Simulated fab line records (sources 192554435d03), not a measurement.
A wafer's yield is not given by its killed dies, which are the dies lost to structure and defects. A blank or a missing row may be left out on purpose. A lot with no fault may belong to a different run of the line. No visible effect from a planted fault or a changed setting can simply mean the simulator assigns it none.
fab line records    flow n5-finfet
record lots=12  wafers=34  last-day=18
route steps=1938 shown BEOL_M1@828 MIM_TOP@1834 MIM_TOP_LITHO@1847 TV_OPEN@1889 PASSIVATION@1936
lots that met no fault: from a run of the same line without faults
start-h: start of the lot's first displayed wafer, in hours after the record's first day    wait-h: time in hours since the lot's previous step    " identical to the entry in the row above    L1.1+2: one row covering several wafers at once    - no value, or no start given    * or withheld: withheld    < > ~ a bound
route shown NAME@n: names a module that has steps shown in the file, with the first one's number in the route    usual: mean and standard deviation over wafers with no fault    same: alike in all rows    chamber/n: place in a boat    sites: the reading at each site    _std_site: how widely they spread, as a standard deviation    _edge_site: outer sites' mean less inner sites'    radius-mm: for every site, how far away it sits from the centre of the wafer    mask NAME#n: copy n    behind: the tool/chamber that last shaped the wafer    hold: why the lot went on hold/how many hours it stayed there/how the hold came to an end    device: the transistor (n, p or np) that didn't switch    end of line: tests of these same wafers at the route's end    a step given without rows: its recipe and nothing more    killed: the dies lost at the first sort to structure and to defects; this is not the yield of the wafer    map: dies across one wafer; x = killed, . = not, _ = none there
set.NAME: the run value of the setting; set.NAME@STEP: its run value at that earlier step    model.NAME: the simulator's own value behind a step, which no gauge read
steps of the route over a sample of lots; a table a step, a row a wafer
services: when a tool's chamber went out of use (start-h, in hours from the record's first day, below 0 if earlier), for how many hours, and the reason
## steps
# step N5_BEOL_M1_SPUTTER_94
# recipe material=Cu  target-thk-a=45  temp-c=-20  chamber-pressure-pa=0.07  power-w=withheld  time-s=8.29
# usual throttle-valve-pct=30.0/0.97
# same time-s=8.29
lot.wafer  tool            chamber  start-h  wait-h  throttle-valve-pct
L362.3     pvd-sputter-01  -        130.14   0.1     30.2
L362.5     "               -        "        "       29.0
L362.6     "               -        "        "       30.2
L363.2     pvd-sputter-03  -        131.62   0.1     30.3
L363.3     "               -        "        "       30.2
L363.5     "               -        "        "       30.4
L364.1     pvd-sputter-03  -        141.80   0.1     29.7
L364.2     "               -        "        "       30.7
L364.6     "               -        "        "       30.0
L366.1     pvd-sputter-03  -        156.82   0.1     28.5
L366.3     "               -        "        "       30.0
L366.4     "               -        "        "       30.7
L365.2     pvd-sputter-01  -        158.55   0.1     30.3
L365.6     "               -        "        "       30.0
L367.1     pvd-sputter-01  -        161.25   0.1     30.0
L367.3     "               -        "        "       28.8
L367.6     "               -        "        "       32.0
L368.5     pvd-sputter-03  -        163.98   0.0     29.8
L368.6     "               -        "        "       30.2
L369.1     pvd-sputter-01  -        167.35   0.1     28.8
L369.2     "               -        "        "       30.0
L369.5     "               -        "        "       30.3
L371.1     pvd-sputter-03  -        189.15   0.1     28.5
L371.2     "               -        "        "       31.0
L371.3     "               -        "        "       30.1
L372.1     pvd-sputter-01  -        196.16   0.1     30.0
L372.5     "               -        "        "       32.0
L372.6     "               -        "        "       30.2
L381.1     pvd-sputter-03  -        257.38   0.1     29.9
L381.3     "               -        "        "       30.0
L381.5     "               -        "        "       29.9
L382.1     pvd-sputter-03  -        266.82   0.1     30.2
L382.2     "               -        "        "       29.8
L382.5     "               -        "        "       28.5
# step N5_MIM_TOP_ALD_00
# recipe material=Al2O3  target-thk-a=*  temp-c=withheld  ald-precursor-family=TMA  ald-co-reactant=O3  pulse-time-s=withheld  purge-time-s=3  co-reactant-purge-time-s=withheld  co-reactant-pulse-time-s=3  ald-cycles=withheld
# usual precursor-pulse-height-rel=1.002/0.02
lot.wafer  tool       chamber  start-h  wait-h  precursor-pulse-height-rel
L362.3     ald-hk-01  2        292.07   0.1     0.997
L362.5     "          2        "        "       1.029
L362.6     "          3        "        "       1.003
L363.2     ald-hk-01  3        300.59   0.1     0.963
L363.3     "          2        "        "       0.980
L363.5     "          0        "        "       0.992
L364.1     ald-hk-03  0        304.20   0.1     0.986
L364.2     "          2        "        "       0.982
L364.6     "          3        "        "       0.996
L365.2     ald-hk-03  2        308.72   0.1     1.003
L365.6     "          1        "        "       1.019
L366.1     ald-hk-02  1        319.63   0.1     0.996
L366.3     "          2        "        "       1.011
L366.4     "          0        "        "       0.977
L368.5     ald-hk-01  3        320.51   0.1     0.990
L368.6     "          2        "        "       1.001
L367.1     ald-hk-01  3        324.80   0.1     0.958
L367.3     "          0        "        "       0.972
L367.6     "          1        "        "       1.007
L369.1     ald-hk-01  1        330.45   0.1     0.972
L369.2     "          0        "        "       1.023
L369.5     "          3        "        "       0.971
L371.1     ald-hk-03  2        338.87   0.1     1.016
L371.2     "          0        "        "       0.980
L371.3     "          1        "        "       1.011
L372.1     ald-hk-03  0        342.51   0.1     1.018
L372.5     "          3        "        "       1.014
L372.6     "          0        "        "       0.949
L381.1     ald-hk-02  3        414.92   0.1     1.029
L381.3     "          0        "        "       1.033
L381.5     "          0        "        "       1.024
L382.1     ald-hk-02  0        427.46   0.1     0.980
L382.2     "          1        "        "       0.997
L382.5     "          0        "        "       0.985
# step N5_MIM_TOP_LITHO_CD_MEAS_08
# recipe target-cd-nm=2000  landing-energy-ev=500  detector=se-inlens
# usual cd-nm=2000.3/1.7
lot.wafer  tool       chamber  start-h  wait-h  cd-nm
L362.3     cd-sem-02  0        294.15   -       2000.4
L362.5     "          0        "        "       2000.4
L362.6     "          0        "        "       2001.9
L363.2     cd-sem-02  0        301.72   -       2000.3
L363.3     "          0        "        "       2000.8
L363.5     "          0        "        "       2001.5
L364.1     cd-sem-01  0        305.83   -       1998.8
L364.2     "          0        "        "       2000.2
L364.6     "          0        "        "       2000.2
L365.2     cd-sem-01  0        310.01   -       2000.9
L365.6     "          0        "        "       2001.4
L366.1     cd-sem-02  0        321.05   -       1999.1
L366.3     "          0        "        "       2000.9
L366.4     "          0        "        "       1998.7
L368.5     cd-sem-02  0        324.24   -       1998.7
L368.6     "          0        "        "       1996.8
L367.1     cd-sem-02  0        325.92   -       1998.1
L367.3     "          0        "        "       1997.6
L367.6     "          0        "        "       1997.1
L369.1     cd-sem-01  0        331.41   -       2002.1
L369.2     "          0        "        "       2002.4
L369.5     "          0        "        "       2002.0
L371.1     cd-sem-03  0        340.10   -       1999.4
L371.2     "          0        "        "       1998.9
L371.3     "          0        "        "       1999.5
L372.1     cd-sem-02  0        343.46   -       2002.6
L372.5     "          0        "        "       2003.4
L372.6     "          0        "        "       2001.1
L381.1     cd-sem-03  0        416.25   -       1999.2
L381.3     "          0        "        "       2000.0
L381.5     "          0        "        "       1996.5
L382.1     cd-sem-01  0        428.97   -       2002.2
L382.2     "          0        "        "       1998.6
L382.5     "          0        "        "       2000.0
# step N5_PASSIVATION_STRIP_14
# recipe chemistry=O2  power-w=600  temp-c=60  pressure-mtorr=30  rf-frequency-hz=6e+07  bias-power-w=0  overash-fraction=0.5  o2-flow-sccm=225
# usual drypump-motor-current-A=5.8/0.51  oes-product-au=0.77/0.091  rf-vpp-V=3.6/0.97  showerhead-plenum-p-Torr=2.08/0.069  throttle-valve-pct=16.7/0.3
lot.wafer  tool         chamber  start-h  wait-h  drypump-motor-current-A  oes-product-au  rf-hours-counter-h  rf-vpp-V  showerhead-plenum-p-Torr  throttle-valve-pct
L362.3     rie-diel-03  2        297.97   0.1     4.7                      0.74            181                 3.8       2.18                      17.1
L362.5     "            2        "        "       4.8                      0.74            -                   3.5       2.18                      17.2
L362.6     "            3        "        "       6.4                      0.80            -                   4.9       2.04                      16.7
L363.2     rie-diel-04  2        305.69   0.1     5.3                      0.89            32                  4.1       2.05                      16.4
L363.3     "            1        "        "       6.1                      0.75            157                 4.4       2.00                      17.0
L363.5     "            3        "        "       5.9                      0.71            -                   4.0       2.06                      16.9
L364.1     rie-diel-04  3        310.54   0.1     5.9                      0.72            208                 2.6       2.06                      16.8
L364.2     "            2        "        "       5.2                      0.89            34                  1.3       2.05                      16.4
L364.6     "            3        "        "       6.0                      0.73            -                   2.9       2.06                      16.9
L365.2     rie-diel-03  1        313.41   0.1     6.1                      0.70            230                 3.4       2.17                      17.0
L365.6     "            1        "        "       6.1                      0.71            -                   1.6       2.17                      17.0
L366.1     rie-diel-01  0        324.69   0.1     6.1                      0.86            42                  4.1       2.05                      16.3
L366.3     "            2        "        "       5.7                      0.72            210                 5.2       2.14                      16.8
L366.4     "            3        "        "       6.2                      0.72            212                 4.0       2.17                      16.6
L368.5     rie-diel-01  3        328.72   0.0     6.2                      0.71            -                   3.9       2.17                      16.6
L368.6     "            2        "        "       5.7                      0.72            -                   4.9       2.14                      16.8
L367.1     rie-diel-01  3        329.26   0.1     6.2                      0.70            214                 4.0       2.17                      16.6
L367.3     "            0        "        "       6.2                      0.85            44                  3.3       2.05                      16.3
L367.6     "            3        "        "       6.2                      0.71            -                   4.0       2.17                      16.6
L369.1     rie-diel-01  0        334.95   0.1     6.1                      0.87            46                  2.4       2.05                      16.3
L369.2     "            3        "        "       6.2                      0.71            215                 3.9       2.17                      16.6
L369.5     "            3        "        "       6.2                      0.71            -                   3.6       2.17                      16.6
L371.1     rie-diel-04  3        343.68   0.1     5.9                      0.71            222                 2.2       2.06                      16.9
L371.2     "            1        "        "       6.1                      0.74            173                 3.4       2.00                      17.0
L371.3     "            2        "        "       5.2                      0.84            48                  4.5       2.04                      16.5
L372.1     rie-diel-01  0        346.98   0.1     6.1                      0.87            49                  3.2       2.05                      16.3
L372.5     "            1        "        "       6.3                      0.67            -                   3.0       1.97                      16.9
L372.6     "            2        "        "       5.7                      0.72            -                   2.0       2.14                      16.9
L381.1     rie-diel-03  1        422.57   0.1     6.1                      0.97            8                   4.7       2.16                      16.6
L381.3     "            3        "        "       6.4                      0.78            142                 2.3       2.02                      16.7
L381.5     "            3        "        "       6.4                      0.78            -                   3.8       2.02                      16.8
L382.1     rie-diel-03  1        432.56   0.1     6.1                      0.96            10                  4.1       2.16                      16.6
L382.2     "            2        "        "       4.7                      0.71            228                 5.4       2.16                      17.2
L382.5     "            2        "        "       4.7                      0.71            -                   3.4       2.16                      17.2
# step N5_PASSIVATION_PROBE_49
# usual defect-limited-yield=91.6/1.4  killed_at_M0_to_M3=33/10  killed_at_M4_up=13/5.3  killed-at-contacts=13/5.9  killed-at-front-end=36/12  killed-at-other=4/3.1  killed-dies=99/16  killed-open=65/13  killed-short=32/7.3  sort_bin_5_function=4.9/0.9  sort_bin_6_memory=3.1/0.66  sort_bin_8_speed=0.0/0.42  sort-n-pass=1081/17  sort-yield-pct=91.6/1.4
# same gross-dies=1180  killed-at-back-side=0  sort_bin_4_leakage[%]=0
lot.wafer  tool       chamber  start-h  wait-h  defect-limited-yield[%]  killed_at_M0_to_M3  killed_at_M4_up  killed-at-contacts  killed-at-front-end  killed-at-other  killed-dies  killed-open  killed-short  sort_bin_5_function[%]  sort_bin_6_memory[%]  sort_bin_8_speed[%]  sort-n-pass  sort-yield-pct[%]
L381.1     prober-02  -        428.78   0.0     90.0                     36                  21               13                  37                   11               118          77           38            5.8                     3.6                   0                    1062         90.0
L381.3     prober-02  -        428.88   0.1     82.9                     132                 13               10                  45                   2                202          57           32            11.0                    3.6                   0                    978          82.9
L381.5     prober-02  -        428.98   0.2     81.9                     140                 16               12                  45                   1                214          49           46            11.9                    4.2                   0                    966          81.9
L382.1     prober-02  -        439.25   0.0     90.4                     56                  7                10                  39                   1                113          73           39            5.7                     3.6                   0                    1067         90.4
L382.2     prober-02  -        439.30   0.1     80.5                     166                 14               4                   46                   0                230          72           43            13.1                    4.3                   0                    950          80.5
L382.5     prober-02  -        439.45   0.2     91.4                     31                  7                13                  43                   7                101          65           34            5.8                     2.5                   0                    1079         91.4
# killed by level:class
L381.1 FIN_SAQP:geometric-particle:short=10 MOL_CONTACT_COAG:geometric-particle:open=10 BEOL_M0_SAQP:geometric-particle:open=10 BEOL_M4:geometric-particle:open=8 STI_FIN_REVEAL:geometric-particle:open=6 BEOL_M2:geometric-particle:open=6 BEOL_M0:geometric-particle:open=4 ILD0:geometric-particle:short=4
L381.3 BEOL_M1:unspecified=110 FIN_SAQP:geometric-particle:open=9 FIN_SAQP:geometric-particle:short=8 ILD0:geometric-particle:short=7 BEOL_M4:geometric-particle:open=7 DUMMY_GATE:geometric-particle:open=6 BEOL_M0_SAQP:geometric-particle:open=6 MOL_CONTACT_COAG:geometric-particle:open=5
L381.5 BEOL_M1:unspecified=117 FIN_SAQP:geometric-particle:short=16 STI_FIN_REVEAL:geometric-particle:open=8 MOL_CONTACT_COAG:geometric-particle:open=7 BEOL_M0_SAQP:geometric-particle:short=6 BEOL_M2:geometric-particle:short=6 DUMMY_GATE:geometric-particle:open=5 BEOL_M4:geometric-particle:open=5
L382.1 STI_FIN_REVEAL:geometric-particle:open=17 BEOL_M0_SAQP:geometric-particle:short=14 BEOL_M0_SAQP:geometric-particle:open=12 MOL_CONTACT_COAG:geometric-particle:open=10 BEOL_M3:geometric-particle:open=10 BEOL_M0:geometric-particle:open=7 FIN_SAQP:geometric-particle:short=6 BEOL_M1:geometric-particle:open=5
L382.2 BEOL_M1:unspecified=112 BEOL_M0_SAQP:geometric-particle:short=15 FIN_SAQP:geometric-particle:short=14 BEOL_M0_SAQP:geometric-particle:open=13 STI_FIN_REVEAL:geometric-particle:open=11 BEOL_M5:geometric-particle:open=6 BEOL_M1:geometric-particle:open=5 BEOL_M3:geometric-particle:short=5
L382.5 BEOL_M0_SAQP:geometric-particle:open=13 FIN_SAQP:geometric-particle:open=12 FIN_SAQP:geometric-particle:short=12 MOL_CONTACT_COAG:geometric-particle:open=12 BEOL_M0_SAQP:geometric-particle:short=10 STI_FIN_REVEAL:geometric-particle:open=4 BEOL_M2:geometric-particle:open=3 BEOL_M3:geometric-particle:open=3
## services
tool            chamber  start-h  hours  kind
pvd-sputter-03  -        108.25   5.5    repair
rie-diel-04     2        115.56   19.2   repair
rie-diel-01     3        139.01   5.3    repair
pvd-sputter-01  -        143.59   5.2    repair
rie-diel-04     2        153.49   7.9    repair
rie-diel-03     2        154.27   4.0    repair
rie-diel-01     0        162.16   -      clean
ald-hk-03       -        166.19   2.8    pm
rie-diel-01     3        175.59   15.8   repair
rie-diel-03     -        179.33   2.8    pm
rie-diel-04     2        200.78   4.9    repair
ald-hk-02       -        206.69   2.8    pm
rie-diel-04     0        210.17   13.3   repair
rie-diel-01     3        288.09   4.2    repair
ald-hk-03       -        320.30   1.2    repair
rie-diel-04     1        360.52   12.7   repair
rie-diel-01     0        369.92   15.6   repair
rie-diel-01     3        388.99   2.6    repair
ald-hk-01       -        397.53   0.5    repair
ald-hk-03       -        398.06   1.3    repair
rie-diel-01     2        401.92   6.6    repair
rie-diel-01     3        404.40   2.4    repair
rie-diel-01     1        411.12   6.8    repair
rie-diel-04     2        415.57   6.4    repair
## key
first-sign step=N5_PASSIVATION_PROBE_49  reading=killed_at_M0_to_M3  direction=up  sigmas=11  usual=33  struck=146
effect step=N5_PASSIVATION_PROBE_49  reading=killed-dies  direction=up  sigmas=7.1  usual=99  struck=215
more-kills-born-at N5_BEOL_M1_SPUTTER_94@pvd-sputter-03=339
met-at N5_BEOL_M1_SPUTTER_94
struck-lots L381,L382
struck-wafers L381.3,L381.5,L382.2
not-acting-at N5_MIM_TOP_ALD_00,N5_MIM_TOP_LITHO_CD_MEAS_08,N5_PASSIVATION_STRIP_14
onset-between 163.98 257.38
fault kind=chamber-particle-source  tool=pvd-sputter-03  chamber=-  onset-h=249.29  steps=N5_BEOL_M1_SPUTTER_94  rate-per-visit-cm2=0.59617  end-h=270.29  scope=struck-wafers-only
